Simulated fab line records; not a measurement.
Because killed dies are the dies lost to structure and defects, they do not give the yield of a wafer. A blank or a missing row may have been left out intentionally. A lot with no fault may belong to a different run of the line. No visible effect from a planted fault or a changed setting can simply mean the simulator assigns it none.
Chamber matching    flow n5-finfet    3 sister chambers for N5_BEOL_M14_DEP_53 on pecvd-04
The step deposits SiCN from 3MS/NH3, target thk 50 nm, time 17.8 s. 6 wafers are shown with their chamber, then 10 later ones without.

EACH WAFER AND ITS CHAMBER
wafer   chamber  throttle-valve-pct (%)  showerhead-plenum-p-Torr (Torr)
L082.5  2        17.8                    4.11
L080.3  2        17.7                    4.12
L084.1  1        22.3                    4.17
L084.6  1        22.3                    4.15
L086.2  0        18.5                    4.20
L086.4  0        18.4                    4.20

WAFERS WHOSE CHAMBER IS MISSING
wafer   throttle-valve-pct (%)  showerhead-plenum-p-Torr (Torr)
L086.6  18.2                    4.10
L091.1  18.5                    4.19
L091.4  18.7                    4.20
L091.5  17.7                    4.10
L096.2  18.2                    4.22
L096.3  17.9                    4.11
L096.4  17.4                    4.16
L095.2  18.4                    4.21
L095.4  17.4                    4.15
L095.5  18.3                    4.12

CHAMBER TAKEN BY EACH
wafer    from the rows above       in truth
L086.6   2                         2
L091.1   0                         0
L091.4   0                         0
L091.5   2                         2
L096.2   0                         0
L096.3   2                         2
L096.4   2                         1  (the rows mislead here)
L095.2   0                         0
L095.4   2                         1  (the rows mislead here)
L095.5   can't be placed: 0 or 2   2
Correctly placed: 7 of 10. Can't be placed from these rows: 1 (the true chamber is among the candidates in 1). Wrongly placed: 2.
How it was worked out, from the rows above alone: a wafer's distance from a chamber is the root of the sum, over the readings, of the square of ((its reading less the chamber's mean) divided by the reading's scatter). If the next closest chamber is less than 2 further off than the closest, the wafer can't be placed; otherwise it belongs to the closest. The mean given for a chamber averages the wafers shown for that chamber. The scatter is the square root of a quotient: the sum, over the shown wafers, of each reading's squared deviation from its chamber's mean, divided by wafers minus chambers.
